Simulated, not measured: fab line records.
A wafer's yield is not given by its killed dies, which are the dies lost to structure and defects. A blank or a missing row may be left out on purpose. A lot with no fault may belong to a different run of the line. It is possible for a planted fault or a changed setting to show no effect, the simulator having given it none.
Problem report in the 8D (eight disciplines) form, filled by code / flow nand harc / the parts of the form that need people (team, actions taken, sign-off) are left out

== 1. PROBLEM STATEMENT ==
Wafers without a fault read 998 nm, standard deviation 13; thk nm at NHARC_A_ONON_D1_THK_MEAS_30 reads a mean of 1054 nm on 6 wafers belonging to 2 lots. Relative to the usual mean, that is a shift of +4.3 standard deviations.
The step: measures by ellipsometry.
Seen first at day 12 12:14 on film metro-02, wafer L795.2. At this step, 42 wafers from 14 lots have a number in the record. Rule for "out", or "out of limits": more than 4 standard deviations from the usual mean. Any other wafer with a number is counted as sound.

== 2. WHAT THIS IS AND IS NOT ==
question=which readings at this step | is=thk nm | is not=-
question=which lots | is=L795, L796 | is not=L785, L786, L789, L799, L800, L801, L802, L803, L804, L805, L806, L807
question=which wafers of those lots | is=all that have a number | is not=-
question=read on which gauges | is=film metro-01, film metro-02 | is not=-
question=when | is=from day 12 12:14 | is not=up to then (9 sound wafers); but 27 sound wafers of L799, L800, L801, L802, L803, L804, L805, L806, L807 came after

== 3. THE SUSPECTS, EACH WITH WHAT RULES IT OUT ==
Counting: a tool at a process step up to the reading stays a suspect if it ran every lot that is out and no sound lot after the first of them.
- the gauge at NHARC_A_ONON_D1_THK_MEAS_30 is ruled out. The wafers that are out were read on 2 gauges (film metro-01, film metro-02).
- pecvd onon-02 at NHARC_A_ONON_D1_DEP_28 (target thk 1000 nm): ruled out as a lasting fault. Sound lots L803, L806 ran on it after its first lot that is out, L795 (day 12 11:47).
Left after counting: nothing in the record.

== 4. THE CAUSE (what the simulator had put in) ==
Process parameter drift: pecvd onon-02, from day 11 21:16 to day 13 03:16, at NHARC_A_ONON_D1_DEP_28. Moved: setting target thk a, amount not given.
It was ruled out by counting, in error; the rule expects a fault to strike all lots run on its tool from its start on, and this fault did not.

== 5. SEQUENCE OF EFFECTS, ordered by route ==
One row per reading whose mean, taken over the struck wafers that have a number, lies over 3 standard deviations from the usual. Only readings whose record carries a usual standard deviation are examined. hours: median over the lots of the time between each lot's start at the first step of this table that gives one and its start at this step. sigmas: the change, counted in usual standard deviations.
hours=0; step=NHARC_A_ONON_D1_THK_MEAS_30; reading=thk nm; usual=998 nm; on struck wafers=1054; change=+56; sigmas=+4.3
Later measuring or inspecting steps at which every struck wafer that the step has a row for has a number for every such reading, and none has moved that far: NHARC_A_ONON_D1_INSPECT_32.

== 6. HOW IT WOULD HAVE BEEN CAUGHT EARLIER ==
15 hours passed between the start of the fault at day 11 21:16 and the first reading out of limits at a measuring or inspecting step in this record, taken at day 12 12:14.
Tool readings at NHARC_A_ONON_D1_DEP_28 with a usual standard deviation given in the record: none out on any struck wafer, hence no alarm at a limit of 4 standard deviations on them.
